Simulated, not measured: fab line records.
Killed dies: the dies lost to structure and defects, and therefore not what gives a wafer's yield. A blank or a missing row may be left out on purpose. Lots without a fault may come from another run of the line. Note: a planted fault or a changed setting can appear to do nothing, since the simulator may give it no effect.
Chamber matching || flow nand harc || rie diel-12 running NHARC_P_ZERO_WELL_DESCUM_39: 4 sister chambers
The step chemistry O2, time 3 s. 4 wafers are shown with their chamber, then 9 later ones without.

## WAFERS WITH THEIR CHAMBER
{"wafer": "L081.6", "chamber": 0, "drypump motor current A (A)": 4.9}
{"wafer": "L084.2", "chamber": 3, "drypump motor current A (A)": 5.7}
{"wafer": "L084.4", "chamber": 1, "drypump motor current A (A)": 4.9}
{"wafer": "L084.6", "chamber": 2, "drypump motor current A (A)": 5.5}

## WAFERS WITHOUT THEIR CHAMBER
{"wafer": "L087.1", "drypump motor current A (A)": 5.7}
{"wafer": "L087.4", "drypump motor current A (A)": 5.5}
{"wafer": "L087.6", "drypump motor current A (A)": 4.9}
{"wafer": "L088.2", "drypump motor current A (A)": 5.7}
{"wafer": "L088.3", "drypump motor current A (A)": 4.9}
{"wafer": "L088.6", "drypump motor current A (A)": 5.4}
{"wafer": "L096.1", "drypump motor current A (A)": 4.9}
{"wafer": "L096.2", "drypump motor current A (A)": 5.4}
{"wafer": "L096.6", "drypump motor current A (A)": 4.9}

## WHICH CHAMBER EACH WENT THROUGH
{"wafer": "L087.1", "from the rows above": 3, "in truth": 3}
{"wafer": "L087.4", "from the rows above": 2, "in truth": 2}
{"wafer": "L087.6", "from the rows above": "can't be placed: 0 or 1", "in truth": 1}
{"wafer": "L088.2", "from the rows above": 3, "in truth": 3}
{"wafer": "L088.3", "from the rows above": "can't be placed: 0 or 1", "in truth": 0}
{"wafer": "L088.6", "from the rows above": 2, "in truth": 2}
{"wafer": "L096.1", "from the rows above": "can't be placed: 0 or 1", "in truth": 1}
{"wafer": "L096.2", "from the rows above": 2, "in truth": 2}
{"wafer": "L096.6", "from the rows above": "can't be placed: 0 or 1", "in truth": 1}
5 of 9 placed correctly. Unplaceable from these rows: 4, with the true chamber sitting among the candidates in 4. Wrongly placed: 0.
How it was worked out, from the rows above alone: a wafer's distance from a chamber is the root of the sum, over the readings, of the square of ((its reading less the chamber's mean) divided by the reading's scatter). The wafer belongs to the nearest chamber; if the next one is less than 2 further off, it can't be placed. A chamber's mean is the mean of its shown wafers. The scatter (one wafer shown for each chamber): square how far every hidden wafer sits from the nearest shown wafer, average those squares and take the square root.
